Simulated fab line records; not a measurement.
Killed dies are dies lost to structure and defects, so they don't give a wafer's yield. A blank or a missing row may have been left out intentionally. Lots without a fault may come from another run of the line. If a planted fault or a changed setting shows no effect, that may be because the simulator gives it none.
Chamber matching	flow nandHarc	pecvd-02 running NHARC_A_STAIRCASE_DEP_471: 3 sister chambers
The step deposits SiO2, target thk 100 nm. 3 wafers are shown with their chamber, then 9 later ones without.

WAFERS WITH THEIR CHAMBER
wafer	chamber	heaterPowerW (W)
L090.1	2	437
L090.2	0	605
L090.5	1	587

WAFERS MISSING THEIR CHAMBER
wafer	heaterPowerW (W)
L093.1	539
L093.3	580
L093.4	538
L093.2	352
L093.5	563
L093.6	361
L096.4	583
L096.5	565
L096.6	417

WHICH CHAMBER EACH ONE RAN IN
wafer	from the rows above	in truth
L093.1	can't be placed: 1 or 0 or 2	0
L093.3	can't be placed: 1 or 0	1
L093.4	can't be placed: 1 or 0 or 2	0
L093.2	2	2
L093.5	can't be placed: 1 or 0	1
L093.6	2	2
L096.4	can't be placed: 1 or 0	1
L096.5	can't be placed: 1 or 0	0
L096.6	2	2
Correct placement for 3 of the 9. From these rows, 6 cannot be placed; in 6 the true chamber is one of the candidates. Wrongly placed: 0.
How it was worked out, from the rows above alone: a wafer's distance from a chamber is the root of the sum, over the readings, of the square of ((its reading less the chamber's mean) divided by the reading's scatter). If the next closest chamber is less than 2 further off than the closest, the wafer can't be placed; otherwise it belongs to the closest. Each chamber's mean is taken over the wafers shown for it. The scatter (one wafer shown for each chamber): square how far every hidden wafer sits from the nearest shown wafer, average those squares and take the square root.
